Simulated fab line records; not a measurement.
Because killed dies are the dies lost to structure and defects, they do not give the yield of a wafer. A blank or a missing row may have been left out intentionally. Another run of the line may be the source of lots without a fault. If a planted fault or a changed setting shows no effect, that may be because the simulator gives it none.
Split-lot trial -- flow n5Finfet -- on a route of 1938 steps: 7 lots, 21 wafers read

THE SPLIT
At N5_BEOL_M9_ETCH_66 (etches SOC in N2/H2, target depth 80 nm, overetch 16 nm, time 120 s), the setting biasW was moved away from the recipe's 150 W on 9 of the 21 wafers read, by -12.1% to +11.4%. This setting was run at the recipe's value on the other wafers.

Reading taken at the split's own step.

THE READING
rfVppV, in V, at N5_BEOL_M9_ETCH_66 (etches SOC in N2/H2, target depth 80 nm, overetch 16 nm, time 120 s). A value of 523.2 V with a standard deviation of 1.9 V is what fault-free wafers of this fab line usually give.

wafer,"tool, chamber at the split","biasW as run, W",against the recipe,"rfVppV, V",against lot-mates on the recipe
L074.1,"rieDiel-05, 1",150,recipe,527.6,-
L074.4,"rieDiel-05, 0",150,recipe,521.7,-
L074.5,"rieDiel-05, 2",150,recipe,524.8,-
L080.3,"rieDiel-05, 3",150,recipe,522.1,-
L080.5,"rieDiel-05, 3",167.1,+11.4%,559.0,+37.5
L080.6,"rieDiel-05, 0",150,recipe,521.0,-
L083.1,"rieDiel-02, 2",150,recipe,525.7,-
L083.2,"rieDiel-02, 3",161.2,+7.5%,548.0,+22.3
L083.6,"rieDiel-02, 0",161.2,+7.5%,544.4,+18.7
L081.1,"rieDiel-03, 2",131.9,-12.1%,486.3,-38.9
L081.2,"rieDiel-03, 1",150,recipe,525.2,-
L081.5,"rieDiel-03, 0",131.9,-12.1%,480.4,-44.8
L084.3,"rieDiel-02, 3",141.1,-5.9%,503.6,no lot-mate on the recipe
L084.4,"rieDiel-02, 1",141.1,-5.9%,502.2,no lot-mate on the recipe
L084.5,"rieDiel-02, 2",141.1,-5.9%,502.6,no lot-mate on the recipe
L090.3,"rieDiel-05, 0",134.9,-10.1%,488.0,-35.5
L090.4,"rieDiel-05, 2",150,recipe,525.4,-
L090.5,"rieDiel-05, 0",150,recipe,521.7,-
L097.1,"rieDiel-03, 2",150,recipe,523.8,-
L097.4,"rieDiel-03, 0",150,recipe,520.2,-
L097.6,"rieDiel-03, 0",150,recipe,521.8,-

THE FIT
A straight line over all 21 wafers: rfVppV changes by +3.27 V for each +1% of biasW; r = +0.99; the points scatter about the line by 2.2 V.
The same after taking each lot's own level away (the mean of its wafers on the recipe; 18 wafers): +3.3 V for each +1%; r = +0.99; scatter 2.4 V.
That fit puts the effect of the largest move of biasW on the reading at 40 V.
Across the lots, their own levels run from 521.55 to 525.70 V, a range of 2.2 times the standard deviation given above.
Consequently the slope shifts little with the lot-to-lot level, the two slopes agreeing.
Check: with one of the wafers moved furthest among these (-12.1%) left out of the fit, the line predicts -41.3 V for it against its lot-mates. Against them it came out at -38.9 V.
Tool readings at the split's step, against how far the setting was moved: rfVppV r = +0.99.

THE OTHER SPLITS THESE WAFERS WENT THROUGH
Note: prior to the reading, these wafers also went through further splits. Each is held against what the fit with the lots' levels taken away leaves over:
other split on the same wafers,wafers away from the commonest value,r with rfVppV (lot level and that fit taken away)
N5_BEOL_M7_ILD_DEP_00 timeS,10,-0.04
N5_BEOL_M8_HM_DEP_02 targetThkA,8,+0.34
N5_BEOL_M8_DEVELOP_10 developTimeS,5,-0.08
N5_BEOL_M9_COAT_05 spinRpm,4,-0.25
N5_BEOL_M9_DESCUM_16 timeS,7,-0.09

THE WHOLE CHAIN: every reading that the file lists as answering this split, in the file's order
step,what it does,reading,change (the file's fit),r (the file's)
N5_BEOL_M9_ETCH_66,"etches SOC in N2/H2, target depth 80 nm, overetch 16 nm, time 120 s",rfVppV,+3.34 V for each +1% of the setting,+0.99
N5_BEOL_M9_ETCH_66,"etches SOC in N2/H2, target depth 80 nm, overetch 16 nm, time 120 s","SiARC_of_BEOL_M9_COAT_64.thkNm (the simulator's own value, which no gauge read)",-0.0836 nm for each +1% of the setting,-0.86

FILE'S OWN FIT
rfVppV changes by +3.34 V for each +1% of biasW, r = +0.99.
